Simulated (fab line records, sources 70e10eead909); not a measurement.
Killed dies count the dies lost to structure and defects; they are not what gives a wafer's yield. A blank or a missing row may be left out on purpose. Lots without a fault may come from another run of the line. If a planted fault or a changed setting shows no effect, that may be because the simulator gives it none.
fab line records    flow nand_harc
record: lots: 15  wafers: 42  last_day: 24
route steps=1159 shown A_ZERO_WELL@411 A_SOURCE_PLATE@420 A_ONON_D1@429 END@1159
lots untouched by any fault: they come from a run of this same line in which no faults occurred
start_h: hours from the record's first day to the start of the lot's first wafer shown    wait_h: hours since the lot's step before    " repeats the value in the row above    L1.1+2: several wafers, shown together as one row    - no value present, or no start provided    * or withheld: withheld    < > ~ a bound
route shown NAME@n: a module of which the file shows steps, and the number in the route of the first    usual: the fault-free wafers' mean and standard deviation    same: alike in all rows    chamber/n: place in a boat    sites: per-site readings    _std_site: the values' standard deviation    _edge_site: mean of outer sites minus mean of inner sites    radius_mm: how far each site lies from the wafer's centre    mask NAME#n: copy n    behind: the last tool/chamber to shape the wafer    hold: reason for holding the lot/hours on hold/outcome of the hold    device: names the non-switching transistor (n, p or np)    end of line: the same wafers' tests at the end of the route    a step given without rows: its recipe and nothing more    killed: dies that structure and defects cost at the first sort, which is not the same as the wafer's yield    map: per-die view of a wafer (x killed, . not killed, _ where there is no die)
set.NAME: the setting as run; set.NAME@STEP: as run at that earlier step    model.NAME: the simulator's own value behind a step, which no gauge read
the route's steps for a sample of lots (tables are steps, rows are wafers)
services: a tool's chamber out of use, with start hour (start_h, from the record's first day; less than 0 if before it), hours out, and reason
== steps ==
step: NHARC_A_ZERO_WELL_RTA_16
recipe: temp_c: 1000  time_s: 10
usual: lamp_power_pct: 29.0/1.2  lamp_zone_5_pct: 29.0/1.2  wafer_temp_C_max: 1003.9/0.84
lot.wafer  tool           chamber  start_h  wait_h  lamp_power_pct  lamp_zone_5_pct  wafer_temp_C_max
L120.1     rtp_anneal-01  0        141.55   -       27.8            27.8             1003.9
L120.5     "              0        "        "       27.8            27.8             1003.8
L120.6     "              0        "        "       27.8            27.8             1003.3
L121.2     rtp_anneal-02  0        142.74   -       30.3            30.3             1002.2
L121.3     "              0        "        "       30.2            30.3             1003.3
L121.4     "              0        "        "       30.2            30.3             1004.0
L122.1     rtp_anneal-02  0        144.32   -       30.2            30.2             1004.4
L122.2     "              0        "        "       30.2            30.3             1003.6
L122.4     "              0        "        "       30.3            30.2             1002.8
L123.2     rtp_anneal-02  0        157.22   -       30.2            30.2             1003.2
L123.3     "              0        "        "       30.2            30.2             1005.3
L123.5     "              0        "        "       30.2            30.2             1004.0
L124.3     rtp_anneal-01  0        157.99   -       27.9            27.8             1004.6
L124.5     "              0        "        "       27.8            27.9             1005.6
L124.6     "              0        "        "       27.8            27.8             1004.7
L125.2     rtp_anneal-02  0        158.09   -       30.3            30.3             1004.3
L125.3     "              0        "        "       30.2            30.2             1003.1
L125.6     "              0        "        "       30.2            30.3             1003.9
L127.2     rtp_anneal-01  0        176.92   -       27.8            27.9             1002.9
L127.3     "              0        "        "       27.9            27.8             1005.3
L127.5     "              0        "        "       27.9            27.9             1004.6
L128.3     rtp_anneal-01  0        179.13   -       27.8            27.8             1003.7
L128.4     "              0        "        "       27.8            27.9             1003.4
L128.6     "              0        "        "       27.8            27.9             1003.7
L129.2     rtp_anneal-02  0        191.33   -       30.2            30.2             1003.6
L129.5     "              0        "        "       30.3            30.2             1003.6
L129.6     "              0        "        "       30.3            30.3             1004.8
L130.1     rtp_anneal-01  0        192.41   -       27.8            27.8             1002.3
L130.4     "              0        "        "       27.9            27.8             1004.2
L130.5     "              0        "        "       27.9            27.8             1004.2
L133.2     rtp_anneal-01  0        209.34   -       27.8            27.8             1004.1
L133.3     "              0        "        "       27.8            27.8             1003.2
L133.4     "              0        "        "       27.8            27.8             1003.9
L135.3     rtp_anneal-02  0        231.45   -       30.2            30.2             1003.8
L135.6     "              0        "        "       30.3            30.2             1002.6
L136.1     rtp_anneal-01  0        236.65   -       27.9            27.8             1003.5
L136.3     "              0        "        "       27.9            27.9             1004.0
L138.1     rtp_anneal-02  0        245.33   -       30.2            30.3             1003.2
L138.4     "              0        "        "       30.3            30.3             1004.2
L142.3     rtp_anneal-02  0        273.96   -       30.2            30.2             1003.7
L142.4     "              0        "        "       30.3            30.2             1003.3
L142.6     "              0        "        "       30.2            30.2             1003.3
step: NHARC_A_SOURCE_PLATE_THK_MEAS_06
recipe: thk_meas_gauge: ellipsometry
usual: thk_nm: 199.3/2.4
lot.wafer  tool           chamber  start_h  wait_h  thk_nm
L120.1     film_metro-01  -        163.21   0.4     195.4
L120.5     "              -        "        "       194.6
L120.6     "              -        "        "       195.6
L122.1     film_metro-02  -        163.21   0.4     198.1
L122.2     "              -        "        "       199.6
L122.4     "              -        "        "       198.3
L121.2     film_metro-01  -        163.21   0.4     200.5
L121.3     "              -        "        "       200.7
L121.4     "              -        "        "       201.1
L125.2     film_metro-02  -        177.75   0.4     200.7
L125.3     "              -        "        "       200.9
L125.6     "              -        "        "       199.6
L124.3     film_metro-01  -        177.75   0.4     201.4
L124.5     "              -        "        "       198.7
L124.6     "              -        "        "       203.1
L123.2     film_metro-01  -        177.76   0.4     200.8
L123.3     "              -        "        "       199.3
L123.5     "              -        "        "       201.8
L127.2     film_metro-02  -        198.24   0.4     198.6
L127.3     "              -        "        "       195.7
L127.5     "              -        "        "       196.4
L128.3     film_metro-01  -        198.24   0.4     196.8
L128.4     "              -        "        "       197.4
L128.6     "              -        "        "       195.2
L129.2     film_metro-01  -        212.61   0.4     199.9
L129.5     "              -        "        "       201.1
L129.6     "              -        "        "       201.4
L130.1     film_metro-01  -        212.61   0.4     197.3
L130.4     "              -        "        "       200.7
L130.5     "              -        "        "       199.0
L133.2     film_metro-01  -        233.06   0.4     198.8
L133.3     "              -        "        "       198.5
L133.4     "              -        "        "       201.1
L135.3     film_metro-01  -        251.98   0.4     194.6
L135.6     "              -        "        "       196.5
L136.1     film_metro-02  -        257.76   0.4     200.6
L136.3     "              -        "        "       200.1
L138.1     film_metro-02  -        265.55   0.4     201.1
L138.4     "              -        "        "       200.2
L142.3     film_metro-01  -        292.47   0.4     202.9
L142.4     "              -        "        "       201.2
L142.6     "              -        "        "       202.7
step: NHARC_A_ONON_D1_THK_MEAS_08
recipe: thk_meas_gauge: ellipsometry
usual: thk_nm: 1000/11
lot.wafer  tool           chamber  start_h  wait_h  thk_nm
L122.1     film_metro-02  -        164.98   -       1014
L122.2     "              -        "        "       1013
L122.4     "              -        "        "       1013
L120.1     film_metro-01  -        165.11   -       1004
L120.5     "              -        "        "       1003
L120.6     "              -        "        "       1004
L121.2     film_metro-02  -        165.33   -       1004
L121.3     "              -        "        "       1005
L121.4     "              -        "        "       1004
L124.3     film_metro-02  -        179.51   -       985
L124.5     "              -        "        "       987
L124.6     "              -        "        "       987
L125.2     film_metro-02  -        179.59   -       989
L125.3     "              -        "        "       989
L125.6     "              -        "        "       989
L123.2     film_metro-01  -        179.60   -       991
L123.3     "              -        "        "       990
L123.5     "              -        "        "       990
L127.2     film_metro-02  -        200.01   -       983
L127.3     "              -        "        "       981
L127.5     "              -        "        "       982
L128.3     film_metro-01  -        200.01   -       1008
L128.4     "              -        "        "       1006
L128.6     "              -        "        "       1007
L130.1     film_metro-01  -        214.38   -       1006
L130.4     "              -        "        "       1004
L130.5     "              -        "        "       1006
L129.2     film_metro-01  -        214.41   -       991
L129.5     "              -        "        "       989
L129.6     "              -        "        "       990
L133.2     film_metro-01  -        234.98   -       1010
L133.3     "              -        "        "       1010
L133.4     "              -        "        "       1010
L135.3     film_metro-01  -        253.79   -       1001
L135.6     "              -        "        "       1003
L136.1     film_metro-01  -        259.55   -       1018
L136.3     "              -        "        "       1019
L138.1     film_metro-02  -        267.32   -       985
L138.4     "              -        "        "       985
L142.3     film_metro-02  -        294.42   -       995
L142.4     "              -        "        "       993
L142.6     "              -        "        "       992
step: NHARC_A_ONON_D1_DEP_28
recipe: target_thk_a: 10000  n2_flow_sccm: 2750  n2o_flow_sccm: 2000  nh3_flow_sccm: 500  sih4_flow_sccm: 210  temp_c: 400
lot.wafer   tool           chamber  start_h  wait_h
L122.1+2+4  pecvd_onon-03  0        175.01   0.1
L120.1+5+6  pecvd_onon-04  0        175.02   0.1
L121.2+3+4  pecvd_onon-02  0        175.07   0.1
L125.2+3+6  pecvd_onon-02  0        189.55   0.1
L123.2+3+5  pecvd_onon-04  0        189.60   0.1
L124.3+5+6  pecvd_onon-03  0        189.63   0.2
L127.2+3+5  pecvd_onon-02  0        208.10   0.1
L128.3+4+6  pecvd_onon-03  0        208.10   0.2
L130.1+4+5  pecvd_onon-03  0        225.65   0.1
L129.2+5+6  pecvd_onon-04  0        225.73   0.1
L133.2+3+4  pecvd_onon-02  0        248.77   0.2
L135.3+6    pecvd_onon-03  0        263.97   0.2
L136.1+3    pecvd_onon-03  0        269.64   0.1
L138.1+4    pecvd_onon-03  0        278.31   0.1
L142.3+4+6  pecvd_onon-04  0        304.31   0.2
step: NHARC_A_ONON_D1_THK_MEAS_30
recipe: thk_meas_gauge: ellipsometry
usual: thk_nm: 1000/12
lot.wafer  tool           chamber  start_h  wait_h  thk_nm
L122.1     film_metro-02  -        175.52   -       1006
L122.2     "              -        "        "       1007
L122.4     "              -        "        "       1007
L121.2     film_metro-01  -        175.53   -       980
L121.3     "              -        "        "       980
L121.4     "              -        "        "       980
L120.1     film_metro-02  -        175.53   -       981
L120.5     "              -        "        "       982
L120.6     "              -        "        "       981
L125.2     film_metro-02  -        190.00   -       993
L125.3     "              -        "        "       994
L125.6     "              -        "        "       995
L124.3     film_metro-01  -        190.02   -       1014
L124.5     "              -        "        "       1014
L124.6     "              -        "        "       1015
L123.2     film_metro-02  -        190.05   -       989
L123.3     "              -        "        "       989
L123.5     "              -        "        "       990
L128.3     film_metro-01  -        208.50   -       989
L128.4     "              -        "        "       988
L128.6     "              -        "        "       988
L127.2     film_metro-01  -        208.55   -       1007
L127.3     "              -        "        "       1007
L127.5     "              -        "        "       1009
L130.1     film_metro-01  -        226.17   -       991
L130.4     "              -        "        "       990
L130.5     "              -        "        "       992
L129.2     film_metro-01  -        226.18   -       1004
L129.5     "              -        "        "       1004
L129.6     "              -        "        "       1002
L133.2     film_metro-02  -        249.22   -       992
L133.3     "              -        "        "       995
L133.4     "              -        "        "       996
L135.3     film_metro-01  -        264.37   -       1531
L135.6     "              -        "        "       997
L136.1     film_metro-02  -        270.16   -       1550
L136.3     "              -        "        "       1549
L138.1     film_metro-01  -        278.83   -       1553
L138.4     "              -        "        "       1013
L142.3     film_metro-02  -        304.70   -       1008
L142.4     "              -        "        "       1005
L142.6     "              -        "        "       1005
step: NHARC_END_SORT_01
recipe: temp_c: 25
usual: killed_at_array: 24/8.4  killed_at_other: 0.7/1.1  killed_at_periphery: 2.9/1.7  killed_dies: 27/8.6  killed_open: 3.3/1.8  killed_short: 1.8/1.4
same: gross_dies: 677
lot.wafer  tool       chamber  start_h  wait_h  killed_at_array  killed_at_other  killed_at_periphery  killed_dies  killed_open  killed_short
L123.2     prober-01  0        471.78   2.8     24               1                3                    28           3            2
L123.3     prober-01  0        472.58   3.1     20               0                2                    22           2            1
L123.5     prober-01  0        474.18   3.7     23               1                3                    27           2            1
L135.3     prober-02  0        517.30   3.1     676              0                1                    677          8            1
L135.6     prober-02  0        519.67   3.9     13               0                4                    17           3            0
L136.1     prober-02  0        538.34   2.5     675              0                2                    677          5            0
L136.3     prober-02  0        539.94   3.1     675              0                2                    677          7            0
L138.1     prober-01  0        557.15   2.4     670              1                6                    677          8            0
L138.4     prober-01  0        559.53   3.4     27               0                7                    34           4            3
killed by level:class
L123.2 A_SLIT:chamber_film_flake=11 A_BLC:chamber_film_flake=4 P_M0:chamber_film_flake=2 A_CHANNEL_HOLE_D1:chamber_film_flake=2 A_STAIRCASE:chamber_film_flake=2 P_CONTACT:geometric_particle:open=1 A_ONON_D1:geometric_particle:short=1 A_SGD_CUT:geometric_particle:short=1
L123.3 A_BLC:chamber_film_flake=6 A_SLIT:chamber_film_flake=5 A_CHANNEL_HOLE_D1:chamber_film_flake=2 A_CONTACT:chamber_film_flake=2 A_CHANNEL_FILL_D1:geometric_particle:short=1 A_CONTACT:geometric_particle:open=1 A_M0:geometric_particle:open=1 P_ZERO_WELL:chamber_film_flake=1
L123.5 A_SLIT:chamber_film_flake=12 A_BLC:chamber_film_flake=4 A_CHANNEL_HOLE_D1:chamber_film_flake=3 A_CONTACT:chamber_film_flake=2 P_CONTACT:geometric_particle:open=1 P_M0:geometric_particle:short=1 A_CONTACT:geometric_particle:open=1 P_ZERO_WELL:chamber_film_flake=1
L135.3 A_ONON_D1:area_dep=660 A_CHANNEL_HOLE_D1:chamber_film_flake=6 A_CONTACT:geometric_particle:open=4 P_M1:geometric_particle:open=1 A_ONON_D1:geometric_particle:short=1 A_CHANNEL_HOLE_D1:geometric_particle:open=1 A_WL_FILL:geometric_particle:open=1 A_M0:geometric_particle:open=1
L135.6 A_CHANNEL_HOLE_D1:chamber_film_flake=5 P_GATE:chamber_film_flake=4 A_CONTACT:chamber_film_flake=3 A_ONON_D1:geometric_particle:open=1 A_WL_FILL:geometric_particle:open=1 A_CONTACT:geometric_particle:open=1 A_CHANNEL_FILL_D1:chamber_film_flake=1 A_STAIRCASE:chamber_film_flake=1
L136.1 A_ONON_D1:area_dep=646 A_SLIT:chamber_film_flake=14 A_STAIRCASE:chamber_film_flake=5 A_CHANNEL_HOLE_D1:chamber_film_flake=3 A_CONTACT:chamber_film_flake=3 P_M0:geometric_particle:open=1 A_ONON_D1:geometric_particle:open=1 A_WL_FILL:geometric_particle:open=1
L136.3 A_ONON_D1:area_dep=638 A_SLIT:chamber_film_flake=21 A_CHANNEL_HOLE_D1:chamber_film_flake=8 A_ONON_D1:geometric_particle:open=3 A_STAIRCASE:chamber_film_flake=2 P_GATE:geometric_particle:open=1 P_M0:geometric_particle:open=1 A_SGD_CUT:geometric_particle:open=1
L138.1 A_ONON_D1:area_dep=639 A_CHANNEL_HOLE_D1:chamber_film_flake=19 A_CONTACT:chamber_film_flake=5 P_M0:geometric_particle:open=2 A_WL_FILL:geometric_particle:open=2 P_GATE:chamber_film_flake=2 P_M0:chamber_film_flake=2 A_CHANNEL_FILL_D1:geometric_particle:open=1
L138.4 A_CHANNEL_HOLE_D1:chamber_film_flake=18 P_GATE:chamber_film_flake=3 A_CHANNEL_HOLE_D1:geometric_particle:open=2 P_M0:chamber_film_flake=2 A_STAIRCASE:chamber_film_flake=2 P_M0:geometric_particle:short=1 P_M0:geometric_particle:open=1 A_ONON_D1:geometric_particle:short=1
== services ==
tool           chamber  start_h  hours  kind
pecvd_onon-03  -        153.00   13.0   pm
pecvd_onon-04  -        237.00   13.0   pm
pecvd_onon-02  -        292.00   13.0   pm
rtp_anneal-02  -        300.21   12.0   pm
== key ==
first_sign: step: NHARC_A_ONON_D1_THK_MEAS_30  reading: thk_nm  direction: up  sigmas: 47  usual: 1000  struck: 1546
effect: step: NHARC_END_SORT_01  reading: killed_at_array  direction: up  sigmas: 77  usual: 24  struck: 674
more_kills_born_at: NHARC_A_ONON_D1_DEP_28@pecvd_onon-03: 2583
met_at NHARC_A_ONON_D1_DEP_28
struck_lots L135,L136,L138
struck_wafers L135.3,L136.1,L136.3,L138.1
later_rows_left_out L135.3,L136.1,L136.3,L138.1
tester_left_out L135,L136,L138
not_acting_at NHARC_A_ZERO_WELL_RTA_16,NHARC_A_SOURCE_PLATE_THK_MEAS_06,NHARC_A_ONON_D1_THK_MEAS_08
onset_between 225.65 263.97
fault: kind: process_parameter_drift  tool: pecvd_onon-03  chamber: -  onset_h: 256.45  steps: NHARC_A_ONON_D1_DEP_28  channel: target_thk_a  offset: *  shape: step  end_h: 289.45  scope: struck_wafers_only  acts_in: *  stated: *
tester_left_out: of these lots the tester's yield and bins aren't shown, on N5 and GAA mostly nor the transistor test; their killed dies are dies lost to structure and defects alone, not to doping, threshold or leakage, so they don't give the yield
later_rows_left_out: the simulator's readings of these wafers behind a module that went badly wrong aren't trusted and aren't shown, but for the sort
